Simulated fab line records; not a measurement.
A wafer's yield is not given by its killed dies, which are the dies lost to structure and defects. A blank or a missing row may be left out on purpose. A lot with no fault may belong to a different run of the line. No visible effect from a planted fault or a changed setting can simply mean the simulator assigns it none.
The tool behind it: which one? / flow nand_harc / 12 lots with 36 wafers sampled at 5 steps, on a route of 1302 steps

WHAT THE GAUGES READ, wafer by wafer
NHARC_A_CONTACT_INSPECT_71.
lot=L075; measured=day 22 10:13; on=defect_inspect-02; raw_defect_count=128 150 132
lot=L077; measured=day 23 15:50; on=defect_inspect-01; raw_defect_count=66 51 51
lot=L078; measured=day 24 16:32; on=defect_inspect-02; raw_defect_count=84 75 80
lot=L082; measured=day 25 08:20; on=defect_inspect-02; raw_defect_count=67 68 61
lot=L083; measured=day 25 14:59; on=defect_inspect-02; raw_defect_count=85 93 90
lot=L085; measured=day 26 16:11; on=defect_inspect-01; raw_defect_count=104 99 119
lot=L087; measured=day 27 03:11; on=defect_inspect-02; raw_defect_count=93 90 77
lot=L089; measured=day 28 08:14; on=defect_inspect-02; raw_defect_count=116 75 93
lot=L091; measured=day 29 02:09; on=defect_inspect-02; raw_defect_count=47 61 56
lot=L093; measured=day 29 23:26; on=defect_inspect-02; raw_defect_count=121 102 110
lot=L094; measured=day 30 07:28; on=defect_inspect-02; raw_defect_count=73 81 67
lot=L097; measured=day 31 18:31; on=defect_inspect-01; raw_defect_count=108 131 117

TOOL THAT RAN EACH LOT (tool first, then ch and the chambers of the sampled wafers, then the start)
lot=L075; NHARC_A_CONTACT_ETCH_113=har_cap_etch-03 ch 0,1, day 22 01:46; NHARC_A_CONTACT_ETCH_114=har_cap_etch-03 ch 0,1, day 22 01:57; NHARC_A_CONTACT_ETCH_115=har_cap_etch-03 ch 0,1, day 22 02:07; NHARC_A_CONTACT_DEP_57=acl_dep-02 ch 0, day 22 05:48
lot=L077; NHARC_A_CONTACT_ETCH_113=har_cap_etch-01 ch 0,1, day 23 07:27; NHARC_A_CONTACT_ETCH_114=har_cap_etch-01 ch 0,1, day 23 07:37; NHARC_A_CONTACT_ETCH_115=har_cap_etch-01 ch 0,1, day 23 07:47; NHARC_A_CONTACT_DEP_57=acl_dep-01 ch 0, day 23 12:56
lot=L078; NHARC_A_CONTACT_ETCH_113=har_cap_etch-03 ch 0,1, day 24 05:03; NHARC_A_CONTACT_ETCH_114=har_cap_etch-03 ch 0,1, day 24 05:13; NHARC_A_CONTACT_ETCH_115=har_cap_etch-03 ch 0,1, day 24 05:23; NHARC_A_CONTACT_DEP_57=acl_dep-02 ch 0, day 24 14:05
lot=L082; NHARC_A_CONTACT_ETCH_113=har_cap_etch-02 ch 0,1, day 25 00:21; NHARC_A_CONTACT_ETCH_114=har_cap_etch-02 ch 0,1, day 25 00:31; NHARC_A_CONTACT_ETCH_115=har_cap_etch-02 ch 0,1, day 25 00:41; NHARC_A_CONTACT_DEP_57=acl_dep-01 ch 0, day 25 04:45
lot=L083; NHARC_A_CONTACT_ETCH_113=har_cap_etch-01 ch 1, day 25 06:52; NHARC_A_CONTACT_ETCH_114=har_cap_etch-01 ch 1, day 25 07:02; NHARC_A_CONTACT_ETCH_115=har_cap_etch-01 ch 1, day 25 07:13; NHARC_A_CONTACT_DEP_57=acl_dep-02 ch 0, day 25 11:26
lot=L085; NHARC_A_CONTACT_ETCH_113=har_cap_etch-02 ch 0,1, day 26 04:20; NHARC_A_CONTACT_ETCH_114=har_cap_etch-02 ch 0,1, day 26 04:31; NHARC_A_CONTACT_ETCH_115=har_cap_etch-02 ch 0,1, day 26 04:41; NHARC_A_CONTACT_DEP_57=acl_dep-01 ch 0, day 26 12:08
lot=L087; NHARC_A_CONTACT_ETCH_113=har_cap_etch-02 ch 0,1, day 26 13:29; NHARC_A_CONTACT_ETCH_114=har_cap_etch-02 ch 0,1, day 26 13:43; NHARC_A_CONTACT_ETCH_115=har_cap_etch-02 ch 0,1, day 26 13:56; NHARC_A_CONTACT_DEP_57=acl_dep-03 ch 0, day 26 23:38
lot=L089; NHARC_A_CONTACT_ETCH_113=har_cap_etch-01 ch 0,1, day 27 23:23; NHARC_A_CONTACT_ETCH_114=har_cap_etch-01 ch 0,1, day 27 23:33; NHARC_A_CONTACT_ETCH_115=har_cap_etch-01 ch 0,1, day 27 23:43; NHARC_A_CONTACT_DEP_57=acl_dep-01 ch 0, day 28 04:40
lot=L091; NHARC_A_CONTACT_ETCH_113=har_cap_etch-02 ch 0,1, day 28 14:56; NHARC_A_CONTACT_ETCH_114=har_cap_etch-02 ch 0,1, day 28 15:06; NHARC_A_CONTACT_ETCH_115=har_cap_etch-02 ch 0,1, day 28 15:16; NHARC_A_CONTACT_DEP_57=acl_dep-01 ch 0, day 28 22:02
lot=L093; NHARC_A_CONTACT_ETCH_113=har_cap_etch-02 ch 0,1, day 29 14:46; NHARC_A_CONTACT_ETCH_114=har_cap_etch-02 ch 0,1, day 29 14:55; NHARC_A_CONTACT_ETCH_115=har_cap_etch-02 ch 0,1, day 29 15:05; NHARC_A_CONTACT_DEP_57=acl_dep-01 ch 0, day 29 20:34
lot=L094; NHARC_A_CONTACT_ETCH_113=har_cap_etch-02 ch 0,1, day 29 23:00; NHARC_A_CONTACT_ETCH_114=har_cap_etch-02 ch 0,1, day 29 23:10; NHARC_A_CONTACT_ETCH_115=har_cap_etch-02 ch 0,1, day 29 23:20; NHARC_A_CONTACT_DEP_57=acl_dep-02 ch 0, day 30 03:55
lot=L097; NHARC_A_CONTACT_ETCH_113=har_cap_etch-01 ch 0,1, day 31 10:20; NHARC_A_CONTACT_ETCH_114=har_cap_etch-01 ch 0,1, day 31 10:31; NHARC_A_CONTACT_ETCH_115=har_cap_etch-01 ch 0,1, day 31 10:41; NHARC_A_CONTACT_DEP_57=acl_dep-02 ch 0, day 31 15:20
- NHARC_A_CONTACT_ETCH_113: etches the open film in C4F8/O2/Ar, time 190 s, target depth 1850 nm.
- NHARC_A_CONTACT_ETCH_114: etches the open film in C4F8/O2/Ar, time 190 s, target depth 1850 nm.
- NHARC_A_CONTACT_ETCH_115: etches the open film in C4F8/O2/Ar, time 190 s, target depth 1850 nm.
- NHARC_A_CONTACT_DEP_57: deposits aC, target thk 5300 nm.

THE ANSWER, worked out from the rows above alone
Rule: usual is defined by the lots themselves. Put in order of their means at a reading, lots are off if they are a third of the lots or fewer, leave a main group of 4 or more, and stand apart from it by a gap of 3 or more times the standard deviation of the main group's means; of several such gaps the widest counts. A main group is skipped when, at the precision printed for the reading in the tables above, its means are all equal. Also off: a lot with no number at a reading for which 4 or more lots have one. Any other lot the step has rows for is counted as sound.
Across all readings shown, no lot is off: no conclusion can be drawn from this.

WHAT WAS PUT IN BY THE SIMULATOR
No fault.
